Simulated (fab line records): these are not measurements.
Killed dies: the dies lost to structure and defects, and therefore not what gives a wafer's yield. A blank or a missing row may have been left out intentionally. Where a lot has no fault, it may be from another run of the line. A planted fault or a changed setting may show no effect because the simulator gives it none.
Which tool was responsible?	flow n5-finfet	63 wafers from 21 lots sampled at 2 of the route's 1938 steps

== WHAT EACH GAUGE READ, for each wafer ==
N5_BEOL_M6_OVL_MEAS_12.
lot	measured	on	M6_OVL (nm)
L074	day 9 06:11	overlay-01	0.7 1.2 1.0
L076	day 9 13:15	overlay-02	-0.2 0.5 0.3
L077	day 9 15:54	overlay-02	-1.3 -1.0 -1.6
L075	day 9 16:14	overlay-02	0.4 2.3 1.1
L079	day 9 23:31	overlay-01	-0.6 0.5 -0.5
L080	day 9 23:41	overlay-01	1.3 0.8 0.4
L078	day 9 23:52	overlay-02	-0.4 0.5 0.1
L081	day 11 01:47	overlay-01	-0.6 -1.3 0.3
L083	day 11 04:08	overlay-02	-0.8 -0.8 -2.2
L082	day 11 07:20	overlay-02	-0.4 0.3 0.7
L086	day 12 07:15	overlay-01	-0.4 -0.7 -0.1
L088	day 12 10:20	overlay-01	-0.8 -0.7 -1.1
L087	day 12 10:43	overlay-01	0.3 0.8 -1.0
L085	day 12 12:33	overlay-02	-0.5 1.1 0.6
L090	day 12 13:49	overlay-02	-0.1 1.6 0.4
L089	day 12 19:44	overlay-01	0.2 -0.7 -0.1
L092	day 13 00:10	overlay-01	1.3 1.5 0.4
L095	day 14 00:45	overlay-01	1.2 -0.2 -0.7
L094	day 14 01:53	overlay-01	1.3 0.3 0.5
L096	day 14 16:29	overlay-02	-1.7 -0.7 -1.3
L097	day 15 12:43	overlay-01	-0.6 -0.8 -0.1

== WHAT TOOL EACH LOT RAN ON (gives the tool, then ch and the chambers of the sampled wafers, and finally the start) ==
lot	N5_BEOL_M5_PRE_CLEAN_77
L074	cvd-co-02 ch 0,2, day 9 04:41
L076	cvd-co-02 ch 0,2, day 9 10:59
L077	cvd-co-02 ch 1,2, day 9 11:49
L075	cvd-co-02 ch 0,2, day 9 13:44
L079	cvd-co-01 ch 0,1, day 9 20:18
L080	cvd-co-01 ch 0,1, day 9 21:02
L078	cvd-co-02 ch 0,1, day 9 21:10
L081	cvd-co-02 ch 0,2, day 10 20:19
L083	cvd-co-01 ch 0,1,2, day 11 01:48
L082	cvd-co-02 ch 0,1, day 11 04:14
L086	cvd-co-01 ch 1,2, day 12 05:29
L088	cvd-co-02 ch 1,2, day 12 05:51
L087	cvd-co-02 ch 1,2, day 12 07:23
L085	cvd-co-01 ch 0,1,2, day 12 10:41
L090	cvd-co-01 ch 0,1,2, day 12 12:22
L089	cvd-co-01 ch 0,2, day 12 17:10
L092	cvd-co-02 ch 0,1, day 12 22:26
L095	cvd-co-01 ch 0,1,2, day 13 22:01
L094	cvd-co-01 ch 1,2, day 13 22:48
L096	cvd-co-02 ch 0,1, day 14 13:18
L097	cvd-co-02 ch 0,1,2, day 15 07:59
- N5_BEOL_M5_PRE_CLEAN_77: time 15 s.

== WHAT THE TOOLS THEMSELVES READ (means of the sampled wafers that have a number; where no wafer has one, the mark that the record gives instead) ==
N5_BEOL_M5_PRE_CLEAN_77.
lot	tool	heater-power-w (W)	rf-fwd-power-W (W)
L074	cvd-co-02	97	296.8
L076	cvd-co-02	94	297.8
L077	cvd-co-02	80	297.4
L075	cvd-co-02	100	296.5
L079	cvd-co-01	86	296.6
L080	cvd-co-01	91	296.3
L078	cvd-co-02	75	297.7
L081	cvd-co-02	99	296.3
L083	cvd-co-01	83	296.2
L082	cvd-co-02	76	298.8
L086	cvd-co-01	80	297.0
L088	cvd-co-02	91	295.5
L087	cvd-co-02	91	296.8
L085	cvd-co-01	83	297.4
L090	cvd-co-01	83	296.8
L089	cvd-co-01	75	297.6
L092	cvd-co-02	85	297.1
L095	cvd-co-01	84	297.1
L094	cvd-co-01	82	296.6
L096	cvd-co-02	85	296.6
L097	cvd-co-02	87	296.4

== THE ANSWER, worked out from the rows above alone ==
Rule: the lots themselves supply what counts as usual. The widest of any qualifying gaps counts: lots, ordered by their means at a reading, are off when they make up no more than a third of the lots, leave a main group of 4 or more, and stand apart from it by 3 or more times the standard deviation of that group's means. The tables above print the reading to a certain number of digits; a main group whose means all agree to those digits is not used. A lot without any number at a reading at which 4 lots or more have one is off too. Any other lot the step has rows for is counted as sound. Order of review: gauges by route order, followed by the tools' own readings, for which a lot's mean as printed above is used. At the first step where some lot is off, the reading lying furthest off is the one used; lots without a number count as furthest.
Across all readings shown, no lot is off: no conclusion can be drawn from this.

== WHAT HAD BEEN PUT IN BY THE SIMULATOR ==
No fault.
